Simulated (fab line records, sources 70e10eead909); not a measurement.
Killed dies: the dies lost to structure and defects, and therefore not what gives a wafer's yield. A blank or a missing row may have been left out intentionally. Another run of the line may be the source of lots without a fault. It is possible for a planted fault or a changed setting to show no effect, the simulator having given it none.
fab line records	flow nand_harc
[record] lots = 24	wafers = 72	last_day = 35
route steps=1302 shown A_CONTACT@1102 A_BLC@1118 A_M0@1159 A_M1@1200
lots that met no fault: from a run of the same line without faults
start_h: hours from the record's opening day to when the first of the lot's shown wafers began	wait_h: time in hours since the lot's previous step	" unchanged from the row above	L1.1+2: a single row standing in for several wafers	- either no value or no given start	* or withheld: withheld	< > ~ a bound
route shown NAME@n: NAME is a module with steps in the file, n the number in the route of the first one	usual: average and standard deviation across the fault-free wafers	same: alike in all rows	chamber/n: place in a boat	sites: readings site by site	_std_site: their standard deviation	_edge_site: mean of outer sites minus mean of inner sites	radius_mm: how far each site lies from the wafer's centre	mask NAME#n: copy n	behind: the tool/chamber that last shaped the wafer	hold: what put the lot on hold/how long, in hours/how the hold closed	device: the transistor (n, p or np) that didn't switch	end of line: tests of these same wafers at the route's end	a step with no rows: only its recipe	killed: dies lost to structure and defects at the first sort, not the wafer's yield	map: a wafer's dies, marking killed ones x, the rest . and places with no die _
set.NAME: the setting the step ran with; set.NAME@STEP: the setting that earlier step ran with	model.NAME: the simulator's own value behind a step, which no gauge read
a sample of lots followed through the steps of the route, with each step as a table and each wafer as a row
services: when a tool's chamber went out of use (start_h, in hours from the record's first day, below 0 if earlier), for how many hours, and the reason
[[steps]]
[step NHARC_A_CONTACT_CVD_19]
[recipe] target_thk_a = 3000	temp_c = 300	pressure_torr = 40	wf6_flow_sccm = 40	h2_flow_sccm = 1600	ar_flow_sccm = 1560	time_s = 802	material = W
[usual] heater_power_w = 518/74	throttle_valve_pct = 8.14/0.27
lot.wafer	tool	chamber	start_h	wait_h	heater_power_w	throttle_valve_pct
L075.3	cvd_w-02	1	-	-	598	8.33
L075.4	"	0	"	"	506	7.77
L075.6	"	0	"	"	498	8.07
L074.2	cvd_w-01	1	-	-	467	8.24
L074.5	"	1	"	"	457	7.92
L074.6	"	0	"	"	418	7.85
L077.1	cvd_w-01	0	-	-	418	8.02
L077.2	"	1	"	"	466	8.19
L077.3	"	1	"	"	472	8.41
L076.2	cvd_w-02	1	-	-	615	8.58
L076.4	"	1	"	"	608	8.88
L076.5	"	1	"	"	607	8.20
L078.2	cvd_w-02	1	-	-	599	8.55
L078.1	"	0	"	"	477	8.23
L078.3	"	0	"	"	507	8.28
L081.1	cvd_w-01	1	-	-	468	7.68
L081.4	"	1	"	"	473	7.78
L081.5	"	0	"	"	413	7.97
L080.2	cvd_w-02	0	-	-	498	8.09
L080.1	"	1	"	"	603	8.41
L080.5	"	1	"	"	605	8.39
L079.2	cvd_w-01	0	-	-	408	8.21
L079.4	"	0	"	"	413	8.10
L079.5	"	0	"	"	424	7.98
L082.1	cvd_w-02	0	-	-	499	7.99
L082.2	"	1	"	"	620	8.25
L082.6	"	0	"	"	499	8.08
L083.2	cvd_w-01	0	-	-	417	8.08
L083.6	"	0	"	"	401	8.06
L083.5	"	1	"	"	472	7.64
L084.2	cvd_w-02	0	-	-	494	8.14
L084.4	"	1	"	"	623	8.74
L084.6	"	0	"	"	511	8.21
L085.3	cvd_w-02	0	-	-	497	8.28
L085.5	"	1	"	"	589	8.49
L085.6	"	0	"	"	495	7.99
L086.2	cvd_w-01	0	-	-	414	8.17
L086.3	"	1	"	"	461	7.85
L086.5	"	1	"	"	472	7.89
L087.2	cvd_w-01	0	-	-	409	7.97
L087.3	"	1	"	"	459	7.70
L087.5	"	0	"	"	408	7.98
L088.1	cvd_w-02	1	-	-	608	8.49
L088.2	"	0	"	"	525	7.98
L088.4	"	1	"	"	608	8.39
L089.1	cvd_w-02	1	-	-	613	8.24
L089.6	"	1	"	"	618	8.46
L089.5	"	0	"	"	522	7.93
L090.2	cvd_w-01	1	-	-	474	7.69
L090.3	"	0	"	"	413	8.06
L090.6	"	1	"	"	468	7.62
L091.1	cvd_w-01	1	-	-	466	7.95
L091.4	"	0	"	"	419	8.08
L091.5	"	0	"	"	412	8.47
L094.2	cvd_w-02	0	-	-	542	7.96
L094.4	"	0	"	"	520	8.09
L094.5	"	0	"	"	521	7.91
L092.1	cvd_w-02	0	-	-	531	7.86
L092.3	"	0	"	"	528	7.82
L092.5	"	0	"	"	525	7.57
L093.3	cvd_w-02	1	-	-	616	8.61
L093.6	"	1	"	"	612	8.26
L093.5	"	0	"	"	524	7.82
L096.2	cvd_w-02	0	-	-	537	8.08
L096.3	"	1	"	"	609	8.51
L096.5	"	1	"	"	616	8.28
L095.3	cvd_w-02	1	-	-	604	8.33
L095.5	"	1	"	"	614	8.69
L095.6	"	1	"	"	605	8.41
L097.2	cvd_w-02	0	-	-	527	8.00
L097.4	"	0	"	"	542	8.01
L097.3	"	1	"	"	618	8.34
[step NHARC_A_CONTACT_INSPECT_23]
[usual] raw_defect_count = 598/180
lot.wafer	tool	chamber	start_h	wait_h	raw_defect_count
L075.3	defect_inspect-02	-	535.17	0.1	598
L075.4	"	-	"	"	433
L075.6	"	-	"	"	551
L074.2	defect_inspect-02	-	536.78	0.1	454
L074.5	"	-	"	"	495
L074.6	"	-	"	"	802
L077.1	defect_inspect-02	-	538.20	0.1	419
L077.2	"	-	"	"	485
L077.3	"	-	"	"	482
L076.2	defect_inspect-02	-	541.49	0.1	643
L076.4	"	-	"	"	407
L076.5	"	-	"	"	474
L078.1	defect_inspect-02	-	548.55	0.1	474
L078.2	"	-	"	"	640
L078.3	"	-	"	"	539
L081.1	defect_inspect-02	-	576.29	0.1	545
L081.4	"	-	"	"	688
L081.5	"	-	"	"	811
L080.1	defect_inspect-01	-	582.33	0.1	1087
L080.2	"	-	"	"	938
L080.5	"	-	"	"	1059
L079.2	defect_inspect-01	-	585.35	0.1	587
L079.4	"	-	"	"	692
L079.5	"	-	"	"	593
L082.1	defect_inspect-01	-	610.95	0.1	629
L082.2	"	-	"	"	578
L082.6	"	-	"	"	542
L083.2	defect_inspect-01	-	613.30	0.1	621
L083.5	"	-	"	"	573
L083.6	"	-	"	"	494
L084.2	defect_inspect-02	-	614.52	0.1	368
L084.4	"	-	"	"	702
L084.6	"	-	"	"	492
L085.3	defect_inspect-01	-	616.21	0.1	514
L085.5	"	-	"	"	624
L085.6	"	-	"	"	896
L086.2	defect_inspect-02	-	630.29	0.1	443
L086.3	"	-	"	"	581
L086.5	"	-	"	"	500
L087.2	defect_inspect-02	-	660.41	0.1	492
L087.3	"	-	"	"	445
L087.5	"	-	"	"	507
L088.1	defect_inspect-01	-	661.11	0.1	472
L088.2	"	-	"	"	649
L088.4	"	-	"	"	541
L089.1	defect_inspect-02	-	667.85	0.1	688
L089.5	"	-	"	"	697
L089.6	"	-	"	"	415
L090.2	defect_inspect-01	-	673.58	0.1	541
L090.3	"	-	"	"	622
L090.6	"	-	"	"	567
L091.1	defect_inspect-01	-	688.59	0.1	524
L091.4	"	-	"	"	711
L091.5	"	-	"	"	823
L094.2	defect_inspect-02	-	704.64	0.1	701
L094.4	"	-	"	"	522
L094.5	"	-	"	"	669
L092.1	defect_inspect-02	-	706.90	0.1	609
L092.3	"	-	"	"	589
L092.5	"	-	"	"	660
L093.3	defect_inspect-01	-	711.14	0.1	381
L093.5	"	-	"	"	561
L093.6	"	-	"	"	555
L096.2	defect_inspect-02	-	741.01	0.1	923
L096.3	"	-	"	"	539
L096.5	"	-	"	"	863
L095.3	defect_inspect-01	-	752.11	0.1	383
L095.5	"	-	"	"	427
L095.6	"	-	"	"	587
L097.2	defect_inspect-01	-	755.92	0.1	596
L097.3	"	-	"	"	596
L097.4	"	-	"	"	614
[step NHARC_A_BLC_OVL_MEAS_11]
[usual] overlay_x_nm = 0.2/1	overlay_y_nm = -0.2/0.9
lot.wafer	tool	chamber	start_h	wait_h	overlay_x_nm	overlay_y_nm
L075.3	overlay-01	-	535.77	-	-0.2	0.4
L075.4	"	-	"	"	-1.0	1.1
L075.6	"	-	"	"	-0.2	1.0
L074.2	overlay-02	-	537.37	-	0.1	-0.4
L074.5	"	-	"	"	0.2	-0.5
L074.6	"	-	"	"	-0.5	-0.6
L077.1	overlay-02	-	538.79	-	1.1	-0.2
L077.2	"	-	"	"	0.7	0.2
L077.3	"	-	"	"	0.4	-0.2
L076.2	overlay-02	-	541.96	-	2.0	0.2
L076.4	"	-	"	"	0.9	0.0
L076.5	"	-	"	"	1.9	0.8
L078.1	overlay-01	-	549.02	-	0.4	-1.6
L078.2	"	-	"	"	1.3	-2.0
L078.3	"	-	"	"	0.5	-1.7
L081.1	overlay-02	-	576.76	-	-0.5	-0.7
L081.4	"	-	"	"	-0.2	-0.6
L081.5	"	-	"	"	-0.2	-0.9
L080.1	overlay-01	-	583.98	-	-0.9	0.2
L080.2	"	-	"	"	-0.9	-0.1
L080.5	"	-	"	"	-1.5	0.0
L079.2	overlay-01	-	585.94	-	-0.3	-0.3
L079.4	"	-	"	"	-0.6	0.1
L079.5	"	-	"	"	-0.3	-0.8
L082.1	overlay-02	-	611.55	-	1.3	0.2
L082.2	"	-	"	"	1.1	-0.1
L082.6	"	-	"	"	1.2	0.1
L083.2	overlay-01	-	613.89	-	2.3	-0.7
L083.5	"	-	"	"	2.1	0.1
L083.6	"	-	"	"	2.1	0.2
L084.2	overlay-01	-	615.13	-	0.3	0.7
L084.4	"	-	"	"	0.4	0.6
L084.6	"	-	"	"	0.8	0.2
L085.3	overlay-02	-	616.68	-	-1.2	-1.0
L085.5	"	-	"	"	-0.7	-0.9
L085.6	"	-	"	"	-1.2	-0.6
L086.2	overlay-02	-	630.76	-	1.7	0.1
L086.3	"	-	"	"	1.6	-0.2
L086.5	"	-	"	"	1.4	0.4
L087.2	overlay-01	-	661.00	-	1.4	1.2
L087.3	"	-	"	"	1.5	1.0
L087.5	"	-	"	"	1.8	0.2
L088.1	overlay-02	-	661.58	-	0.0	-1.3
L088.2	"	-	"	"	-0.5	-1.7
L088.4	"	-	"	"	-0.5	-1.6
L089.1	overlay-02	-	668.31	-	-0.2	1.3
L089.5	"	-	"	"	-0.5	0.9
L089.6	"	-	"	"	0.1	0.8
L090.2	overlay-02	-	674.17	-	0.8	-0.4
L090.3	"	-	"	"	1.7	-0.7
L090.6	"	-	"	"	1.0	-0.8
L091.1	overlay-01	-	689.18	-	-1.3	1.0
L091.4	"	-	"	"	-1.3	0.2
L091.5	"	-	"	"	-1.2	0.2
L094.2	overlay-02	-	705.23	-	-0.1	-0.1
L094.4	"	-	"	"	-0.4	-0.2
L094.5	"	-	"	"	-0.5	-0.8
L092.1	overlay-02	-	707.50	-	0.5	0.9
L092.3	"	-	"	"	0.4	0.7
L092.5	"	-	"	"	0.6	0.4
L093.3	overlay-01	-	711.73	-	-1.2	1.0
L093.5	"	-	"	"	-0.6	0.2
L093.6	"	-	"	"	-1.0	0.8
L096.2	overlay-02	-	741.48	-	-1.0	0.3
L096.3	"	-	"	"	-0.9	0.8
L096.5	"	-	"	"	-1.1	0.6
L095.3	overlay-02	-	752.71	-	-0.7	-1.8
L095.5	"	-	"	"	-0.9	-2.2
L095.6	"	-	"	"	-0.7	-2.0
L097.2	overlay-02	-	756.39	-	0.7	-1.3
L097.3	"	-	"	"	0.2	-1.5
L097.4	"	-	"	"	0.9	-1.7
[step NHARC_A_BLC_DEGAS_30]
[recipe] temp_c = 300	time_s = 60
[usual] heater_power_w = 470/48
lot.wafer	tool	chamber	start_h	wait_h	heater_power_w
L075.4	pvd_sputter-03	-	537.45	-	413
L075.3	"	-	"	"	485
L075.6	"	-	"	"	439
L074.2	pvd_sputter-01	-	539.21	-	499
L074.6	"	-	"	"	491
L074.5	"	-	"	"	406
L077.3	pvd_sputter-02	-	540.46	-	435
L077.2	"	-	"	"	498
L077.1	"	-	"	"	459
L076.2	pvd_sputter-01	-	543.62	-	388
L076.4	"	-	"	"	547
L076.5	"	-	"	"	388
L078.1	pvd_sputter-01	-	551.00	-	544
L078.2	"	-	"	"	474
L078.3	"	-	"	"	404
L081.4	pvd_sputter-03	-	578.45	-	500
L081.1	"	-	"	"	418
L081.5	"	-	"	"	437
L080.1	pvd_sputter-03	-	585.65	-	517
L080.2	"	-	"	"	449
L080.5	"	-	"	"	422
L079.4	pvd_sputter-02	-	587.67	-	519
L079.2	"	-	"	"	442
L079.5	"	-	"	"	504
L082.2	pvd_sputter-03	-	613.35	-	496
L082.1	"	-	"	"	459
L082.6	"	-	"	"	512
L083.2	pvd_sputter-02	-	615.57	-	474
L083.5	"	-	"	"	519
L083.6	"	-	"	"	496
L084.2	pvd_sputter-01	-	616.98	-	531
L084.4	"	-	"	"	475
L084.6	"	-	"	"	545
L085.3	pvd_sputter-01	-	618.57	-	389
L085.5	"	-	"	"	405
L085.6	"	-	"	"	529
L086.2	pvd_sputter-03	-	632.43	-	434
L086.3	"	-	"	"	505
L086.5	"	-	"	"	478
L087.2	pvd_sputter-02	-	662.66	-	497
L087.3	"	-	"	"	499
L087.5	"	-	"	"	414
L088.4	pvd_sputter-03	-	663.24	-	498
L088.2	"	-	"	"	449
L088.1	"	-	"	"	430
L089.1	pvd_sputter-02	-	669.99	-	497
L089.6	"	-	"	"	503
L089.5	"	-	"	"	472
L090.2	pvd_sputter-03	-	675.85	-	423
L090.3	"	-	"	"	427
L090.6	"	-	"	"	515
L091.4	pvd_sputter-02	-	690.86	-	500
L091.1	"	-	"	"	491
L091.5	"	-	"	"	494
L094.4	pvd_sputter-02	-	706.89	-	529
L094.2	"	-	"	"	413
L094.5	"	-	"	"	499
L092.3	pvd_sputter-02	-	709.38	-	501
L092.1	"	-	"	"	415
L092.5	"	-	"	"	507
L093.3	pvd_sputter-01	-	713.60	-	387
L093.5	"	-	"	"	402
L093.6	"	-	"	"	526
L096.2	pvd_sputter-02	-	743.15	-	537
L096.3	"	-	"	"	492
L096.5	"	-	"	"	552
L095.3	pvd_sputter-01	-	754.38	-	392
L095.5	"	-	"	"	533
L095.6	"	-	"	"	376
L097.2	pvd_sputter-03	-	758.05	-	476
L097.3	"	-	"	"	513
L097.4	"	-	"	"	445
[step NHARC_A_M0_PVD_21]
[recipe] target_thk_a = 300	chamber_pressure_pa = 5	power_w = 5000	substrate_temp_c = 30	time_s = 20.49	material = Cu
[usual] throttle_valve_pct = 30.1/1.2
lot.wafer	tool	chamber	start_h	wait_h	throttle_valve_pct
L075.4	pvd_sputter-01	-	-	-	29.3
L075.3	"	-	"	"	28.9
L075.6	"	-	"	"	31.2
L074.2	pvd_sputter-03	-	-	-	29.9
L074.6	"	-	"	"	30.1
L074.5	"	-	"	"	31.0
L077.1	pvd_sputter-02	-	-	-	28.4
L077.3	"	-	"	"	30.4
L077.2	"	-	"	"	32.2
L076.4	pvd_sputter-01	-	-	-	29.1
L076.2	"	-	"	"	29.9
L076.5	"	-	"	"	29.3
L078.1	pvd_sputter-02	-	-	-	28.8
L078.3	"	-	"	"	30.4
L078.2	"	-	"	"	28.2
L081.1	pvd_sputter-02	-	582.12	-	30.0
L081.4	"	-	"	"	32.2
L081.5	"	-	"	"	28.6
L080.2	pvd_sputter-03	-	-	-	31.4
L080.1	"	-	"	"	29.6
L080.5	"	-	"	"	31.5
L079.4	pvd_sputter-02	-	-	-	28.1
L079.2	"	-	"	"	30.3
L079.5	"	-	"	"	28.2
L082.1	pvd_sputter-02	-	-	-	32.2
L082.2	"	-	"	"	28.5
L082.6	"	-	"	"	28.2
L083.2	pvd_sputter-03	-	-	-	30.5
L083.5	"	-	"	"	30.1
L083.6	"	-	"	"	30.3
L084.2	pvd_sputter-03	-	-	-	30.3
L084.4	"	-	"	"	31.3
L084.6	"	-	"	"	31.4
L085.3	pvd_sputter-03	-	-	-	30.2
L085.6	"	-	"	"	30.6
L085.5	"	-	"	"	31.1
L086.2	pvd_sputter-02	-	-	-	30.2
L086.3	"	-	"	"	32.0
L086.5	"	-	"	"	28.1
L087.3	pvd_sputter-02	-	-	-	28.2
L087.2	"	-	"	"	32.5
L087.5	"	-	"	"	28.2
L088.1	pvd_sputter-03	-	-	-	29.8
L088.2	"	-	"	"	30.4
L088.4	"	-	"	"	31.6
L089.1	pvd_sputter-02	-	-	-	28.2
L089.6	"	-	"	"	30.7
L089.5	"	-	"	"	28.2
L090.3	pvd_sputter-01	-	-	-	30.8
L090.2	"	-	"	"	29.5
L090.6	"	-	"	"	30.9
L091.1	pvd_sputter-01	-	-	-	29.2
L091.4	"	-	"	"	29.8
L091.5	"	-	"	"	29.7
L094.2	pvd_sputter-01	-	-	-	29.9
L094.4	"	-	"	"	31.0
L094.5	"	-	"	"	29.7
L092.1	pvd_sputter-01	-	-	-	29.9
L092.3	"	-	"	"	29.9
L092.5	"	-	"	"	28.8
L093.3	pvd_sputter-01	-	-	-	29.0
L093.6	"	-	"	"	29.7
L093.5	"	-	"	"	30.8
L096.2	pvd_sputter-03	-	-	-	31.0
L096.3	"	-	"	"	29.9
L096.5	"	-	"	"	31.6
L095.3	pvd_sputter-02	-	-	-	28.2
L095.6	"	-	"	"	28.1
L095.5	"	-	"	"	30.8
L097.2	pvd_sputter-02	-	-	-	32.4
L097.3	"	-	"	"	28.3
L097.4	"	-	"	"	30.8
[step NHARC_A_M1_PRE_CLEAN_32]
[recipe] time_s = 12	temp_c = 370	rf_power_w = 300	gas = NH3
[usual] heater_power_w = 614/91
lot.wafer	tool	chamber	start_h	wait_h	heater_power_w
L075.3	pecvd-01	1	546.68	0.1	528
L075.4	"	2	"	"	618
L075.6	"	1	"	"	534
L074.2	pecvd-04	0	548.97	0.1	694
L074.6	"	1	"	"	679
L074.5	"	2	"	"	767
L077.3	pecvd-04	2	549.51	0.1	786
L077.1	"	0	"	"	600
L077.2	"	1	"	"	634
L076.2	pecvd-01	0	552.96	0.1	676
L076.4	"	2	"	"	743
L076.5	"	0	"	"	681
L078.1	pecvd-04	0	560.20	0.1	651
L078.3	"	1	"	"	665
L078.2	"	2	"	"	645
L081.1	pecvd-01	2	588.16	0.1	713
L081.4	"	1	"	"	485
L081.5	"	2	"	"	708
L080.2	pecvd-04	2	594.68	0.1	799
L080.1	"	0	"	"	610
L080.5	"	1	"	"	638
L079.2	pecvd-03	0	596.84	0.1	530
L079.5	"	2	"	"	485
L079.4	"	1	"	"	561
L082.2	pecvd-04	2	622.57	0.1	779
L082.1	"	0	"	"	660
L082.6	"	1	"	"	719
L083.2	pecvd-04	1	624.71	0.1	612
L083.6	"	0	"	"	584
L083.5	"	1	"	"	627
L084.2	pecvd-03	0	626.38	0.1	558
L084.6	"	0	"	"	551
L084.4	"	1	"	"	568
L085.3	pecvd-03	1	627.64	0.1	559
L085.6	"	0	"	"	523
L085.5	"	1	"	"	562
L086.3	pecvd-03	2	641.47	0.1	483
L086.2	"	1	"	"	568
L086.5	"	1	"	"	574
L087.2	pecvd-01	1	671.72	0.1	525
L087.3	"	0	"	"	684
L087.5	"	1	"	"	542
L088.2	pecvd-04	2	672.42	0.1	729
L088.1	"	0	"	"	657
L088.4	"	0	"	"	667
L089.1	pecvd-01	2	679.16	0.1	632
L089.5	"	0	"	"	589
L089.6	"	2	"	"	655
L090.2	pecvd-03	2	685.08	0.1	554
L090.3	"	0	"	"	550
L090.6	"	2	"	"	534
L091.1	pecvd-03	1	699.95	0.1	583
L091.4	"	1	"	"	576
L091.5	"	0	"	"	528
L094.2	pecvd-01	1	716.07	0.1	502
L094.5	"	2	"	"	716
L094.4	"	1	"	"	508
L092.3	pecvd-01	1	718.52	0.1	513
L092.1	"	0	"	"	714
L092.5	"	0	"	"	707
L093.3	pecvd-04	0	723.00	0.1	707
L093.5	"	0	"	"	690
L093.6	"	2	"	"	704
L096.3	pecvd-03	0	752.91	0.1	525
L096.2	"	1	"	"	435
L096.5	"	1	"	"	450
L095.3	pecvd-01	2	763.50	0.1	702
L095.5	"	0	"	"	702
L095.6	"	1	"	"	564
L097.3	pecvd-03	2	767.09	0.1	533
L097.2	"	1	"	"	447
L097.4	"	0	"	"	561
[[services]]
tool	chamber	start_h	hours	kind
pecvd-01	1	520.66	6.6	repair
pvd_sputter-03	-	526.07	10.0	pm
pvd_sputter-01	-	531.01	2.9	repair
pecvd-04	1	531.54	3.0	repair
pecvd-01	-	532.98	0.5	repair
cvd_w-01	-	547.00	13.0	pm
pecvd-03	-	547.56	13.0	pm
cvd_w-02	0	597.91	9.9	repair
cvd_w-02	1	618.89	3.2	repair
pecvd-04	-	631.38	13.0	pm
cvd_w-02	-	631.60	13.0	pm
pvd_sputter-02	-	638.05	10.0	pm
pecvd-03	0	648.50	4.9	repair
pvd_sputter-03	-	664.59	1.8	repair
pecvd-01	-	691.12	13.0	pm
cvd_w-01	-	693.97	0.9	repair
pvd_sputter-03	-	704.07	10.0	pm
cvd_w-01	1	717.74	13.4	repair
pecvd-04	1	720.65	2.9	repair
cvd_w-01	0	727.10	2.0	repair
cvd_w-01	-	729.13	13.0	pm
pvd_sputter-02	-	743.91	4.0	repair
cvd_w-02	0	749.00	2.5	repair
pvd_sputter-01	-	760.06	10.0	pm
[[key]]
fault none
